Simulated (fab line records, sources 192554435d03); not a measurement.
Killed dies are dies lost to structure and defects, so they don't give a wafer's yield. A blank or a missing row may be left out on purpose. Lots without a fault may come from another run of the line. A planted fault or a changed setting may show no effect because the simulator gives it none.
Chamber matching | flow n5_finfet | N5_BEOL_M10_CURE_72 on uv_cure-03: 3 sister chambers
The step cures SiCOH lowk, time 120 s. 3 wafers are shown with their chamber, then 10 later ones without.

WAFERS WITH THEIR CHAMBER
wafer  | chamber | wafer_temp_C_max
L082.6 | 0       | 371.0
L084.6 | 1       | 370.4
L085.2 | 2       | 372.2

WAFERS WITHOUT THEIR CHAMBER
wafer  | wafer_temp_C_max
L085.6 | 372.2
L086.2 | 371.9
L086.5 | 372.9
L086.6 | 372.7
L089.2 | 370.8
L089.4 | 371.9
L089.6 | 371.0
L097.2 | 372.1
L097.4 | 372.1
L097.5 | 373.2

WHICH CHAMBER EACH WENT THROUGH
wafer  | from the rows above     | in truth
L085.6 | 2                       | 2
L086.2 | can't be placed: 2 or 0 | 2
L086.5 | 2                       | 2
L086.6 | 2                       | 2
L089.2 | can't be placed: 0 or 1 | 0
L089.4 | can't be placed: 2 or 0 | 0
L089.6 | can't be placed: 0 or 1 | 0
L097.2 | 2                       | 2
L097.4 | 2                       | 2
L097.5 | 2                       | 2
Placed correctly: 6 of 10. Can't be placed from these rows: 4 (the true chamber is among the candidates in 4). Placed wrongly: 0.
How it was worked out, from the rows above alone: a wafer's distance from a chamber is the root of the sum, over the readings, of the square of ((its reading less the chamber's mean) divided by the reading's scatter). The wafer belongs to the nearest chamber; if the next one is less than 2 further off, it can't be placed. A chamber's mean is the mean of its shown wafers. The scatter: with one shown wafer a chamber, the root of the mean of the squares of how far each hidden wafer lies from its nearest shown one.
